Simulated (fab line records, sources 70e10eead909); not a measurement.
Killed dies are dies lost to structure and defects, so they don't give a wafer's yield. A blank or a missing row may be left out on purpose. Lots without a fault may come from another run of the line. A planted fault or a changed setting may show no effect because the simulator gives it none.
fab line records | flow nand_harc
record lots=6 wafers=18 last_day=24
route steps=1159 shown A_BLC@987 A_M0@994 END@1159
lots that met no fault: from a run of the same line without faults
start_h: hours from the record's first day to the start of the lot's first wafer shown | wait_h: hours since the lot's step before | " the same as in the row above | L1.1+2: a row that stands for several wafers | - no value, or no start given | * or withheld: withheld | < > ~ a bound
route shown NAME@n: a module of which the file shows steps, and the number in the route of the first | usual: mean/standard deviation of fault-free wafers | same: alike in all rows | chamber/n: place in a boat | sites: the reading at each site | _std_site: their standard deviation | _edge_site: outer sites' mean less inner sites' | radius_mm: how far each site lies from the wafer's centre | mask NAME#n: copy n | behind: the tool/chamber that last shaped the wafer | hold: why the lot was held/for how many hours/how that ended | device: the transistor (n, p or np) that didn't switch | end of line: the same wafers' tests at the end of the route | a step without rows: its recipe alone | killed: dies lost to structure and defects at the first sort, not the wafer's yield | map: a wafer's dies, x killed, . not, _ none there
set.NAME: the setting as run; set.NAME@STEP: as run at that earlier step | model.NAME: the simulator's own value behind a step, which no gauge read
lots at some steps of the route; a table a step, a row a wafer
services: from which hour (start_h, from the record's first day; less than 0 if before it) a tool's chamber was out of use, for how many hours, and why
## steps
# step NHARC_A_BLC_PVD_32
# recipe target_thk_a=50 chamber_pressure_pa=5 power_w=5000 substrate_temp_c=200 time_s=17.7 material=Ti
# usual throttle_valve_pct=30.3/1.2
# same time_s=17.7
# columns lot.wafer tool chamber start_h wait_h throttle_valve_pct
L402.1 pvd_sputter-02 - - - 29.5
L402.2 " - " " 31.1
L402.6 " - " " 29.6
L406.3 pvd_sputter-02 - - - 29.2
L406.4 " - " " 30.9
L406.5 " - " " 28.9
L417.1 pvd_sputter-02 - - - 30.9
L417.3 " - " " 29.1
L417.5 " - " " 30.7
L418.4 pvd_sputter-01 - - - 31.6
L418.2 " - " " 32.6
L418.6 " - " " 31.0
L422.2 pvd_sputter-01 - - - 31.3
L422.4 " - " " 30.7
L422.5 " - " " 29.4
L425.2 pvd_sputter-01 - - - 29.5
L425.1 " - " " 31.4
L425.6 " - " " 29.9
# step NHARC_A_BLC_ALD_23
# recipe target_thk_a=30 pulse_time_s=1 ald_cycles=150 temp_c=450 material=TiN
# usual heater_power_w=1100/94 precursor_pulse_height_rel=0.999/0.021
# columns lot.wafer tool chamber start_h wait_h heater_power_w precursor_pulse_height_rel
L402.2 ald_metal-01 1 381.73 - 947 1.001
L402.1 " 0 " " 1100 1.010
L402.6 " 2 " " 1232 1.004
L406.4 ald_metal-01 2 415.67 - 1193 0.996
L406.3 " 3 " " 1219 0.996
L406.5 " 2 " " 1234 1.021
L417.3 ald_metal-01 3 480.05 - 1242 0.993
L417.1 " 0 " " 1041 0.987
L417.5 " 3 " " 1250 0.979
L418.4 ald_metal-02 1 480.86 - 1214 1.006
L418.2 " 0 " " 1019 1.023
L418.6 " 2 " " 1166 1.001
L422.2 ald_metal-01 1 506.80 - 938 0.993
L422.4 " 0 " " 1037 1.001
L422.5 " 2 " " 1145 1.027
L425.2 ald_metal-04 3 532.03 - 1173 0.981
L425.1 " 1 " " 1008 0.978
L425.6 " 3 " " 1214 0.992
# step NHARC_A_BLC_CVD_24
# recipe target_thk_a=1500 temp_c=300 pressure_torr=40 wf6_flow_sccm=40 h2_flow_sccm=1600 ar_flow_sccm=1560 time_s=434 material=W
# usual heater_power_w=484/61 mfc_ar_sccm=1560/4.6 throttle_valve_pct=8.0/0.37
# same time_s=434
# columns lot.wafer tool chamber start_h wait_h heater_power_w mfc_ar_sccm throttle_valve_pct
L402.2 cvd_w-01 1 - - 444 1558 8.3
L402.1 " 0 " " 454 1562 7.6
L402.6 " 1 " " 442 1554 8.3
L406.4 cvd_w-01 1 - - 443 1552 8.2
L406.3 " 0 " " 466 1547 7.4
L406.5 " 0 " " 452 1561 7.5
L417.1 cvd_w-02 0 - - 601 1564 7.8
L417.3 " 0 " " 641 1560 8.0
L417.5 " 0 " " 602 1559 7.8
L418.2 cvd_w-02 1 - - 487 1557 7.7
L418.4 " 0 " " 610 1564 8.4
L418.6 " 1 " " 456 1551 8.0
L422.2 cvd_w-02 1 - - 477 1565 7.9
L422.4 " 1 " " 467 1562 7.8
L422.5 " 1 " " 466 1567 8.1
L425.2 cvd_w-01 0 - - 481 1554 7.5
L425.1 " 1 " " 436 1557 8.4
L425.6 " 1 " " 439 1562 8.2
# step NHARC_A_BLC_CMP_25
# recipe t_overpolish_s=30 target_thk_nm=150
# usual motor_current_A=11.8/1.2 overpolish_run_s=30.000/0.0088 time_to_endpoint_s=29.7/2.6
# columns lot.wafer tool chamber start_h wait_h motor_current_A overpolish_run_s time_to_endpoint_s
L402.1 cmp-02 0 388.88 0.4 11.0 30.004 31.8
L402.2 " 1 " " 11.6 29.997 29.5
L402.6 " 2 " " 13.0 30.001 28.6
L406.3 cmp-02 0 419.54 0.2 11.1 29.990 34.5
L406.4 " 2 " " 14.2 30.015 28.7
L406.5 " 0 " " 11.4 30.003 32.1
L417.3 cmp-03 2 483.57 0.3 10.6 29.997 31.9
L417.1 " 1 " " 13.1 30.011 29.2
L417.5 " 3 " " 13.3 29.996 34.9
L418.4 cmp-04 2 488.41 0.3 11.6 29.991 29.2
L418.2 " 0 " " 12.0 30.018 28.0
L418.6 " 2 " " 12.6 30.008 29.3
L422.2 cmp-04 0 507.56 0.4 11.7 29.999 30.1
L422.4 " 1 " " 11.9 30.011 28.7
L422.5 " 3 " " 10.8 29.997 27.8
L425.1 cmp-02 1 532.74 0.4 11.4 29.995 27.4
L425.2 " 2 " " 13.5 30.018 27.4
L425.6 " 1 " " 12.1 30.007 24.2
# step NHARC_A_BLC_SRD_27
# step NHARC_A_BLC_INSPECT_28
# usual raw_defect_count=441/140
# columns lot.wafer tool chamber start_h wait_h raw_defect_count
L402.1 defect_inspect-01 - 389.24 0.1 385
L402.2 " - " " 369
L402.6 " - " " 564
L406.3 defect_inspect-02 - 419.95 0.1 377
L406.4 " - " " 475
L406.5 " - " " 340
L417.1 defect_inspect-01 - 483.98 0.1 379
L417.3 " - " " 350
L417.5 " - " " 270
L418.2 defect_inspect-02 - 488.79 0.1 354
L418.4 " - " " 338
L418.6 " - " " 354
L422.2 defect_inspect-02 - 507.95 0.1 280
L422.4 " - " " 416
L422.5 " - " " 538
L425.1 defect_inspect-01 - 533.14 0.1 699
L425.2 " - " " 640
L425.6 " - " " 601
# step NHARC_A_M0_DEP_00
# recipe target_thk_a=1500 target_thk_nm=150 temp_c=withheld pressure_torr=5 flow_sccm=200 rf_w=600 material=SiOC
# step NHARC_A_M0_DEHYDRATE_01
# recipe temp_c=150 time_s=120
# step NHARC_A_M0_HMDS_02
# recipe time_s=30
# step NHARC_A_M0_COAT_33
# recipe temp_c=200 time_s=65
# step NHARC_A_M0_COAT_03
# recipe spin_rpm=1500 resist_thk_nm=90
# step NHARC_A_M0_SOFTBAKE_04
# recipe temp_c=105 time_s=55
# usual heater_power_total_W=188.45/0.14
# columns lot.wafer tool chamber start_h wait_h heater_power_total_W
L402.1 litho_track-04 0 390 - 188.68
L402.2 " 0 " " 188.47
L402.6 " 0 " " 188.63
L406.3 litho_track-06 0 420 - 188.36
L406.4 " 0 " " 188.66
L406.5 " 0 " " 188.30
L417.1 litho_track-06 0 484 - 188.28
L417.3 " 0 " " 322.98
L417.5 " 0 " " 188.38
L418.2 litho_track-06 0 489 - 188.36
L418.4 " 0 " " 188.49
L418.6 " 0 " " 323.62
L422.2 litho_track-01 0 508 - 188.76
L422.4 " 0 " " 188.28
L422.5 " 0 " " 188.47
L425.1 litho_track-01 0 533 - 188.35
L425.2 " 0 " " 188.39
L425.6 " 0 " " 188.66
# step NHARC_A_M0_EBR_05
# step NHARC_END_SORT_01
# recipe temp_c=25
# usual defect_limited_yield=95.4/1.5 killed_at_array=27/9.9 killed_at_other=0.6/0.84 killed_at_periphery=3.7/2.5 killed_dies=31/9.9 killed_open=3.0/1.6 killed_short=1.9/1.2 sort_bin_2_pct=1.5/0.6 sort_bin_3_pct=0.26/0.21 sort_bin_4_pct=2.9/0.98 sort_n_pass=646/9.9 sort_rim_yield_pct=96.3/2.4 sort_yield_pct=95.4/1.5
# same gross_dies=677 sort_bin_5_pct[%]=0 sort_bin_6_pct[%]=0 sort_bin_7_pct[%]=0 sort_bin_8_pct[%]=0 sort_rim_n_gross=106.00
# columns lot.wafer tool chamber start_h wait_h defect_limited_yield[%] killed_at_array killed_at_other killed_at_periphery killed_dies killed_open killed_short sort_bin_2_pct[%] sort_bin_3_pct[%] sort_bin_4_pct[%] sort_n_pass sort_rim_yield_pct[%] sort_yield_pct[%]
L402.1 prober-01 0 441.91 2.5 96.0 24 0 3 27 2 1 1.3 0.44 2.2 650 99.1 96.0
L402.2 prober-01 0 442.71 2.8 96.3 22 0 3 25 3 2 1.2 0 2.5 652 95.3 96.3
L402.6 prober-01 0 445.89 4.0 95.1 31 0 2 33 4 1 1.6 0.30 3.0 644 100.0 95.1
L406.3 prober-01 0 462.80 3.1 94.4 32 0 6 38 5 2 1.2 0.59 3.8 639 95.3 94.4
L406.4 prober-01 0 463.60 3.4 95.3 30 1 1 32 7 1 1.6 0.30 2.8 645 99.1 95.3
L406.5 prober-01 0 464.40 3.7 95.1 29 0 4 33 7 1 1.9 0.30 2.7 644 95.3 95.1
L417.1 prober-02 0 527.53 2.5 96.3 21 0 4 25 5 3 1.8 0.15 1.8 652 98.1 96.3
L417.3 prober-02 0 529.13 3.1 96.8 17 1 4 22 6 4 1.3 0.15 1.8 655 99.1 96.8
L417.5 prober-02 0 530.72 3.7 96.6 18 0 5 23 3 1 1.0 0.44 1.9 654 96.2 96.6
L418.2 prober-01 0 533.61 2.8 94.4 34 3 1 38 1 0 1.8 0.15 3.7 639 99.1 94.4
L418.4 prober-01 0 535.22 3.4 94.8 30 3 2 35 4 1 2.4 0 2.8 642 90.6 94.8
L418.6 prober-01 0 536.83 4.0 94.1 34 3 3 40 4 0 1.6 0.44 3.8 637 96.2 94.1
L422.2 prober-02 0 551.35 2.8 93.8 39 0 3 42 3 3 2.7 0.30 3.2 635 92.5 93.8
L422.4 prober-02 0 552.95 3.4 90.3 63 0 3 66 2 3 2.5 0.74 6.5 611 98.1 90.3
L422.5 prober-02 0 553.76 3.7 94.8 33 0 2 35 1 2 1.5 0 3.7 642 93.4 94.8
L425.1 prober-01 0 572.95 2.5 97.0 18 0 2 20 2 1 0.9 0 2.1 657 98.1 97.0
L425.2 prober-01 0 573.78 2.8 95.6 28 0 2 30 2 0 1.5 0 3.0 647 97.2 95.6
L425.6 prober-01 0 577.12 4.2 96.8 17 0 5 22 2 2 1.2 0.15 1.9 655 97.2 96.8
# killed by level:class
L402.1 A_CHANNEL_HOLE_D1:chamber_film_flake=10 A_SLIT:chamber_film_flake=9 A_CHANNEL_FILL_D1:chamber_film_flake=2 P_STI:geometric_particle:open=1 A_WL_FILL:geometric_particle:short=1 A_CONTACT:geometric_particle:open=1 P_STI:chamber_film_flake=1 P_BONDPAD:chamber_film_flake=1
L402.2 A_SLIT:chamber_film_flake=13 A_CHANNEL_HOLE_D1:chamber_film_flake=5 A_CONTACT:geometric_particle:open=2 P_CONTACT:geometric_particle:short=1 P_M0:geometric_particle:short=1 A_CHANNEL_HOLE_D1:geometric_particle:open=1 P_STI:chamber_film_flake=1 A_STAIRCASE:chamber_film_flake=1
L402.6 A_CHANNEL_HOLE_D1:chamber_film_flake=12 A_SLIT:chamber_film_flake=10 A_CONTACT:chamber_film_flake=3 P_M0:geometric_particle:open=1 A_CHANNEL_HOLE_D1:geometric_particle:open=1 A_WL_FILL:geometric_particle:short=1 A_CONTACT:geometric_particle:open=1 A_BLC:geometric_particle:open=1
L406.3 A_CHANNEL_HOLE_D1:chamber_film_flake=9 A_SLIT:chamber_film_flake=9 A_CONTACT:chamber_film_flake=5 P_M0:geometric_particle:open=2 A_ONON_D1:geometric_particle:open=2 P_GATE:chamber_film_flake=2 A_STAIRCASE:chamber_film_flake=2 A_BONDPAD:chamber_film_flake=2
L406.4 A_CHANNEL_HOLE_D1:chamber_film_flake=14 A_SLIT:chamber_film_flake=7 A_CONTACT:chamber_film_flake=2 P_M0:geometric_particle:open=1 A_ONON_D1:geometric_particle:open=1 A_CHANNEL_FILL_D1:geometric_particle:short=1 A_CHANNEL_FILL_D1:geometric_particle:open=1 A_CONTACT:geometric_particle:open=1
L406.5 A_SLIT:chamber_film_flake=9 A_CHANNEL_HOLE_D1:chamber_film_flake=6 A_BLC:geometric_particle:open=3 P_GATE:chamber_film_flake=3 A_STAIRCASE:chamber_film_flake=3 A_CONTACT:geometric_particle:open=2 A_CONTACT:chamber_film_flake=2 P_M0:geometric_particle:short=1
L417.1 A_CHANNEL_HOLE_D1:chamber_film_flake=6 A_STAIRCASE:chamber_film_flake=4 A_BLC:chamber_film_flake=3 A_M0:geometric_particle:open=2 A_CONTACT:chamber_film_flake=2 P_GATE:geometric_particle:short=1 P_CONTACT:geometric_particle:short=1 P_M0:geometric_particle:open=1
L417.3 A_CHANNEL_HOLE_D1:chamber_film_flake=4 A_M0:geometric_particle:open=3 A_CONTACT:chamber_film_flake=3 A_STAIRCASE:chamber_film_flake=2 P_GATE:geometric_particle:short=1 P_CONTACT:geometric_particle:open=1 P_CONTACT:geometric_particle:short=1 A_SGD_CUT:geometric_particle:short=1
L417.5 A_CHANNEL_HOLE_D1:chamber_film_flake=6 A_BLC:chamber_film_flake=3 P_STI:chamber_film_flake=2 P_GATE:chamber_film_flake=2 A_ZERO_WELL:chamber_film_flake=2 A_STAIRCASE:chamber_film_flake=2 A_ONON_D1:geometric_particle:open=1 A_WL_FILL:geometric_particle:open=1
L418.2 A_SLIT:chamber_film_flake=15 A_CHANNEL_HOLE_D1:chamber_film_flake=14 A_STAIRCASE:chamber_film_flake=3 THIN_TSV:chamber_film_flake=3 A_M0:geometric_particle:open=1 P_ZERO_WELL:chamber_film_flake=1 A_CONTACT:chamber_film_flake=1
L418.4 A_SLIT:chamber_film_flake=17 A_CHANNEL_HOLE_D1:chamber_film_flake=6 THIN_TSV:chamber_film_flake=3 P_CONTACT:geometric_particle:open=1 A_CHANNEL_HOLE_D1:geometric_particle:open=1 A_WL_FILL:geometric_particle:open=1 A_CONTACT:geometric_particle:open=1 A_M0:geometric_particle:short=1
L418.6 A_CHANNEL_HOLE_D1:chamber_film_flake=20 A_SLIT:chamber_film_flake=9 THIN_TSV:chamber_film_flake=3 A_CONTACT:chamber_film_flake=2 P_CONTACT:geometric_particle:open=1 P_M0:geometric_particle:open=1 A_SLIT:geometric_particle:open=1 A_CONTACT:geometric_particle:open=1
L422.2 A_SLIT:chamber_film_flake=24 A_CHANNEL_HOLE_D1:chamber_film_flake=5 A_CONTACT:chamber_film_flake=3 A_WL_FILL:geometric_particle:short=2 A_SGD_CUT:chamber_film_flake=2 P_CONTACT:geometric_particle:open=1 P_M0:geometric_particle:open=1 A_CHANNEL_FILL_D1:geometric_particle:short=1
L422.4 A_SLIT:chamber_film_flake=26 A_CHANNEL_HOLE_D1:chamber_film_flake=23 A_STAIRCASE:chamber_film_flake=4 A_SGD_CUT:chamber_film_flake=2 A_CONTACT:chamber_film_flake=2 A_ONON_D1:geometric_particle:short=1 A_CHANNEL_FILL_D1:geometric_particle:short=1 A_WL_FILL:geometric_particle:short=1
L422.5 A_SLIT:chamber_film_flake=16 A_CHANNEL_HOLE_D1:chamber_film_flake=10 P_M0:chamber_film_flake=2 A_STAIRCASE:chamber_film_flake=2 A_SGD_CUT:chamber_film_flake=2 A_SOURCE_PLATE:geometric_particle:short=1 A_CONTACT:geometric_particle:open=1 A_BLC:geometric_particle:short=1
L425.1 A_CONTACT:chamber_film_flake=7 A_STAIRCASE:chamber_film_flake=5 A_CHANNEL_HOLE_D1:unspecified=3 P_M0:geometric_particle:open=1 A_ONON_D1:geometric_particle:short=1 A_CONTACT:geometric_particle:open=1 P_M0:chamber_film_flake=1 A_WL_FILL:chamber_film_flake=1
L425.2 A_STAIRCASE:chamber_film_flake=13 A_CONTACT:chamber_film_flake=8 A_CHANNEL_HOLE_D1:unspecified=2 P_M2:geometric_particle:open=1 A_CHANNEL_FILL_D1:geometric_particle:open=1 P_STI:chamber_film_flake=1 A_CHANNEL_HOLE_D1:chamber_film_flake=1 A_CHANNEL_FILL_D1:chamber_film_flake=1
L425.6 A_CONTACT:chamber_film_flake=5 A_CHANNEL_HOLE_D1:unspecified=3 A_CHANNEL_HOLE_D1:chamber_film_flake=3 A_STAIRCASE:chamber_film_flake=3 P_CONTACT:geometric_particle:short=1 P_M1:geometric_particle:short=1 A_ONON_D1:geometric_particle:open=1 A_STAIRCASE:geometric_particle:open=1
## services
# columns tool chamber start_h hours kind
cmp-02 - 357.94 1.0 repair
ald_metal-02 - 364.00 10.0 pm
cvd_w-01 - 368.90 1.2 repair
ald_metal-01 3 371.34 23.9 repair
pvd_sputter-01 - 376.65 2.5 repair
ald_metal-01 - 383.61 1.1 repair
cvd_w-02 - 385.65 13.0 pm
pvd_sputter-01 - 391.63 3.1 repair
pvd_sputter-02 - 392.12 10.0 pm
cmp-04 - 399.00 4.0 pm
ald_metal-04 - 406.00 10.0 pm
ald_metal-02 0 419.00 23.8 repair
cmp-02 - 422.50 4.0 pm
litho_track-01 - 443.00 7.0 pm
cmp-03 - 450.15 4.0 pm
pvd_sputter-01 - 453.74 3.7 repair
cmp-02 - 453.93 3.4 repair
cmp-04 - 463.06 1.6 repair
litho_track-06 - 467.00 7.0 pm
cvd_w-01 - 482.72 13.0 pm
cmp-04 - 497.00 4.0 pm
pvd_sputter-01 - 514.06 10.0 pm
cmp-02 - 520.50 4.0 pm
ald_metal-01 2 521.76 4.6 repair
## key
first_sign step=NHARC_A_M0_SOFTBAKE_04 reading=heater_power_total_W direction=up sigmas=99+ usual=* struck=*
effect none on later readings
met_at NHARC_A_M0_SOFTBAKE_04
struck_wafers L417.3,L418.6
onset_between 420 484
fault kind=process_parameter_drift tool=litho_track-06 chamber=- onset_h=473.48 steps=NHARC_A_M0_SOFTBAKE_04 channel=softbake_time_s offset=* shape=step end_h=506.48 scope=struck_wafers_only acts_in=* stated=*
